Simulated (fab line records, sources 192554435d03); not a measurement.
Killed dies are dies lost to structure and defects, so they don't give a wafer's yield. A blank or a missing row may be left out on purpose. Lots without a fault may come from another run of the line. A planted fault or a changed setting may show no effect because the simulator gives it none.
Chamber matching | flow n5_finfet | N5_BEOL_M9_DEP_56 on pecvd-01: 3 sister chambers
The step deposits SiCN from 3MS/NH3, target thk 15 nm, time 26.5 s. 20 wafers are shown with their chamber, then 10 later ones without.

WAFERS WITH THEIR CHAMBER
wafer  | chamber | showerhead_plenum_p_Torr (Torr) | throttle_valve_pct (%)
L076.1 | 1       | 3.639                           | 9.2
L076.3 | 2       | 3.653                           | 8.8
L076.6 | 2       | 3.650                           | 9.0
L075.2 | 1       | 3.642                           | 9.2
L075.4 | 0       | 3.671                           | 9.4
L075.6 | 2       | 3.642                           | 9.0
L078.3 | 2       | 3.652                           | 8.7
L078.4 | 2       | 3.652                           | 8.9
L078.5 | 0       | 3.677                           | 9.2
L086.1 | 1       | 3.648                           | 9.3
L086.3 | 0       | 3.684                           | 9.2
L086.6 | 0       | 3.682                           | 9.0
L087.1 | 1       | 3.659                           | 9.3
L087.3 | 2       | 3.661                           | 8.9
L087.6 | 0       | 3.684                           | 9.2
L089.2 | 0       | 3.676                           | 9.2
L089.3 | 0       | 3.681                           | 9.2
L089.4 | 2       | 3.650                           | 9.4
L090.1 | 0       | 3.683                           | 9.0
L090.4 | 1       | 3.647                           | 9.4

SIGNATURES (means of the wafers above)
reading                  | chamber 0 | chamber 1 | chamber 2 | scatter within a chamber
showerhead_plenum_p_Torr | 3.67975   | 3.64700   | 3.65143   | 0.00581
throttle_valve_pct       | 9.175     | 9.280     | 8.957     | 0.161
Rule: a wafer's distance from a chamber is the root of the sum, over the readings, of the square of ((its reading less the chamber's mean) divided by the reading's scatter). The wafer belongs to the nearest chamber; if the next one is less than 2 further off, it can't be placed. The scatter: the root of (the sum of the squares of (reading less its chamber's mean) over the shown wafers, divided by (wafers less chambers)).

WAFERS WITHOUT THEIR CHAMBER
wafer  | showerhead_plenum_p_Torr (Torr) | throttle_valve_pct (%)
L090.5 | 3.670                           | 8.9
L093.1 | 3.654                           | 9.1
L093.2 | 3.653                           | 9.2
L093.4 | 3.661                           | 8.9
L094.1 | 3.648                           | 9.2
L094.2 | 3.652                           | 9.2
L094.5 | 3.684                           | 9.2
L095.2 | 3.660                           | 9.3
L095.3 | 3.654                           | 9.4
L095.4 | 3.649                           | 9.6

WHICH CHAMBER EACH WENT THROUGH
wafer  | from the rows above          | in truth
L090.5 | can't be placed: 0 or 2      | 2
L093.1 | can't be placed: 2 or 1      | 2
L093.2 | can't be placed: 1 or 2      | 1
L093.4 | can't be placed: 2 or 1 or 0 | 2
L094.1 | can't be placed: 1 or 2      | 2
L094.2 | can't be placed: 1 or 2      | 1
L094.5 | 0                            | 0
L095.2 | can't be placed: 1 or 2 or 0 | 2
L095.3 | can't be placed: 1 or 2      | 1
L095.4 | can't be placed: 1 or 2      | 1
Placed correctly: 1 of 10. Can't be placed from these rows: 9 (the true chamber is among the candidates in 9). Placed wrongly: 0.
